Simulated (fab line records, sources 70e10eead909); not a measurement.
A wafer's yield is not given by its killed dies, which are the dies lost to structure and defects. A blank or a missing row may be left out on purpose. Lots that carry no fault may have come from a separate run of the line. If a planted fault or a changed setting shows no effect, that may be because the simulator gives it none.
Problem report, 8D (eight disciplines) form, completed by code    flow nand harc    the parts of the form that need people (team, actions taken, sign-off) are left out

== 1. WHAT IS WRONG ==
On 2 wafers of 1 lot, killed at periphery at NHARC_END_SORT_01 has a mean of 585.5; fault-free wafers read 3.5, standard deviation 2.3. That is +99 or more standard deviations from the usual mean.
First seen on wafer L688.2, day 29 12:40, on prober-02. The record holds 3 wafers of 1 lot with a number at this step. Rule for "out" (also "out of limits"): further than 4 standard deviations from the usual mean. All remaining wafers that have a number are taken as sound.

== 2. WHAT IT IS; WHAT IT IS NOT ==
question                     is                                                      is not
which readings at this step  killed at periphery, defect limited yield, killed dies  killed at array, killed at other, killed short
which lots                   L688                                                    -
which wafers of those lots   L688.2, L688.5                                          L688.4
read on which gauges         prober-02                                               -
when                         from day 29 12:40                                       up to then (0 sound wafers); but 1 sound wafer of L688 came after

== 3. SUSPECTS, AND WHAT RULES EACH OUT ==
Counting: any tool at a process step up to the reading remains a suspect provided it ran every lot that is out. Sound lots after the first of them don't rule it out here, since some wafers of a struck lot are sound.
- the gauge at NHARC_END_SORT_01: kept. All the wafers that are out were read on prober-02, and no step on other tools shows them out.
- rie diel-11 at NHARC_P_CONTACT_ETCH_31 (etches the open film in CH3F/O2, target depth 30 nm, time 85.7 s): kept. It ran the lot that is out, L688 (day 10 01:55). NHARC_P_CONTACT_ETCH_31: start missing for some lots; hours and lot order therefore follow NHARC_P_CONTACT_CMP_24.
- cmp-03 at NHARC_P_CONTACT_CMP_24 (polishes, t overpolish 30 s, target thk 200 nm): kept. It ran the lot that is out, L688 (day 10 01:55).
- rie diel-04 at NHARC_P_M0_STRIP_18 (strips in N2/H2): kept. It ran the lot that is out, L688 (day 10 03:44).
- pvd sputter-03 at NHARC_P_M0_PVD_20 (deposits TaN, target thk 5 nm, time 8.06 s): kept. It ran the lot that is out, L688 (day 10 04:23).
- Within cmp-03 at NHARC_P_CONTACT_CMP_24: the wafers that are out ran in chambers 0, 3; their sound lot-mates ran in chamber 2.
- Within rie diel-04 at NHARC_P_M0_STRIP_18: the wafers that are out ran in chambers 0, 3; their sound lot-mates ran in chamber 1.
Left after counting: rie diel-11 at NHARC_P_CONTACT_ETCH_31, cmp-03 at NHARC_P_CONTACT_CMP_24, rie diel-04 at NHARC_P_M0_STRIP_18, pvd sputter-03 at NHARC_P_M0_PVD_20, prober-02 at NHARC_END_SORT_01.

== 4. THE CAUSE (what the simulator had put in) ==
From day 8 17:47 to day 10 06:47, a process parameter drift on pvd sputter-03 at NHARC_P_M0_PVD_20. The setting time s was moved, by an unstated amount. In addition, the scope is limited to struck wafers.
This tool is one of the 5 suspects left after counting.

== 5. THE EFFECT CHAIN, in route order ==
Each row: a reading whose mean over the struck wafers that have a number lies more than 3 standard deviations from the usual. Readings are gone through only where the record gives a usual standard deviation; hours: the median, over the lots, of the time from a lot's start at the first step in this table giving one to that lot's start at this step; sigmas: the change measured in usual standard deviations.
hours  step               reading               usual   on struck wafers  change  sigmas
0      NHARC_END_SORT_01  defect limited yield  89.8 %  0.8               -89.0   -31
0      NHARC_END_SORT_01  killed at periphery   3.5     585.5             +582.0  +99 or more
0      NHARC_END_SORT_01  killed dies           69      672               +603    +32

== 6. WHAT WOULD HAVE CAUGHT IT SOONER ==
499 hours passed between the start of the fault at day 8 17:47 and the first reading out of limits at a measuring or inspecting step in this record, taken at day 29 12:40.
Of the tool readings at NHARC_P_M0_PVD_20 for which the record gives a usual standard deviation, none was out on any struck wafer, so an alarm limit of 4 standard deviations on them would not have fired.
Each of the lots that are out, 1 in all, had begun NHARC_P_M0_PVD_20 on pvd sputter-03 no later than day 29 12:40. A hold on the tool at that time would have spared none of them.
